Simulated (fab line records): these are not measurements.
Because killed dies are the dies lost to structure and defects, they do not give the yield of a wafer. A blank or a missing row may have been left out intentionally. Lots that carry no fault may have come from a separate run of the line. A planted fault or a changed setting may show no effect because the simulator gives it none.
The tool behind it: which one?	flow n5 finfet	Sampling: 14 lots, 42 wafers, 2 of 1938 route steps

== WHAT EACH GAUGE READ, for each wafer ==
N5_BEOL_M10_INSPECT_13: inspects for defects (brightfield). Usual: raw defect count at 420, with a standard deviation of 110.
lot	measured	on	raw defect count	flag
L212	day 10 14:25	defect inspect-02	433 555 494	
L213	day 11 02:32	defect inspect-01	396 291 316	
L214	day 11 02:42	defect inspect-01	526 903 543	
L216	day 12 07:11	defect inspect-02	376 375 370	
L222	day 13 13:05	defect inspect-02	876 463 542	
L224	day 13 16:46	defect inspect-02	464 472 698	
L221	day 14 11:09	defect inspect-01	412 479 348	
L226	day 14 14:58	defect inspect-01	342 439 423	
L228	day 14 23:24	defect inspect-01	209 337 407	
L230	day 15 22:06	defect inspect-01	283 448 383	
L231	day 15 22:25	defect inspect-02	462 443 421	
L232	day 15 22:48	defect inspect-02	585 479 385	
L233	day 16 06:12	defect inspect-02	367 343 507	
L234	day 17 03:04	defect inspect-01	229 286 303	

== WHICH TOOL RAN EACH LOT (tool, then ch and the chambers of the sampled wafers, then the start) ==
lot	N5_BEOL_M10_PECVD_70
L212	pecvd-04 ch 0,1,2, day 10 13:44
L213	pecvd-04 ch 1,2, day 11 00:53
L214	pecvd-03 ch 0,1,2, day 11 01:13
L216	pecvd-03 ch 0,1,2, day 12 05:40
L222	pecvd-04 ch 0,2, day 13 10:55
L224	pecvd-03 ch 0,1,2, day 13 15:14
L221	pecvd-03 ch 0,1, day 14 10:10
L226	pecvd-03 ch 1,2, day 14 14:06
L228	pecvd-03 ch 0,1,2, day 14 21:16
L230	pecvd-02 ch 0,1,2, day 15 19:26
L231	pecvd-03 ch 1,2, day 15 19:41
L232	pecvd-02 ch 1,2, day 15 21:33
L233	pecvd-04 ch 1,2, day 16 05:11
L234	pecvd-04 ch 0,1,2, day 17 02:00
- N5_BEOL_M10_PECVD_70: deposits SiO2 from TEOS/O2, target thk 20 nm, time 22.7 s.

== WHAT THE TOOLS THEMSELVES READ (means of the sampled wafers that have a number; where no wafer has one, the mark that the record gives instead) ==
N5_BEOL_M10_PECVD_70. Usual: heater power w 679 W, standard deviation 73; showerhead plenum p Torr 8.80 Torr, standard deviation 0.061; throttle valve pct 22.6 %, standard deviation 1.7.
lot	tool	heater power w (W)	showerhead plenum p Torr (Torr)	throttle valve pct (%)	flag
L212	pecvd-04	656	8.80	22.5	
L213	pecvd-04	612	8.82	22.5	
L214	pecvd-03	666	8.79	22.6	
L216	pecvd-03	689	8.80	22.8	
L222	pecvd-04	641	8.76	22.1	
L224	pecvd-03	623	8.79	22.9	
L221	pecvd-03	679	8.82	24.3	
L226	pecvd-03	635	8.81	24.1	
L228	pecvd-03	670	8.79	22.8	
L230	pecvd-02	720	8.79	22.6	
L231	pecvd-03	627	8.81	24.1	
L232	pecvd-02	798	8.83	22.0	
L233	pecvd-04	617	8.83	22.8	
L234	pecvd-04	700	8.81	22.6	

== THE ANSWER, worked out from the rows above alone ==
Rule: a lot is off if the mean of its wafers that have a number lies more than 3 standard deviations from the usual mean. Also off: a lot with no number at a reading for which 4 or more lots have one. Where the step has rows for the other lots, those lots are counted as sound. Order of review: gauges by route order, followed by the tools' own readings, for which a lot's mean as printed above is used. At the first step where some lot is off, the reading lying furthest off is the one used; lots without a number count as furthest.
Nothing can be told from this: no lot is off at any reading shown.

== WHAT HAD BEEN PUT IN BY THE SIMULATOR ==
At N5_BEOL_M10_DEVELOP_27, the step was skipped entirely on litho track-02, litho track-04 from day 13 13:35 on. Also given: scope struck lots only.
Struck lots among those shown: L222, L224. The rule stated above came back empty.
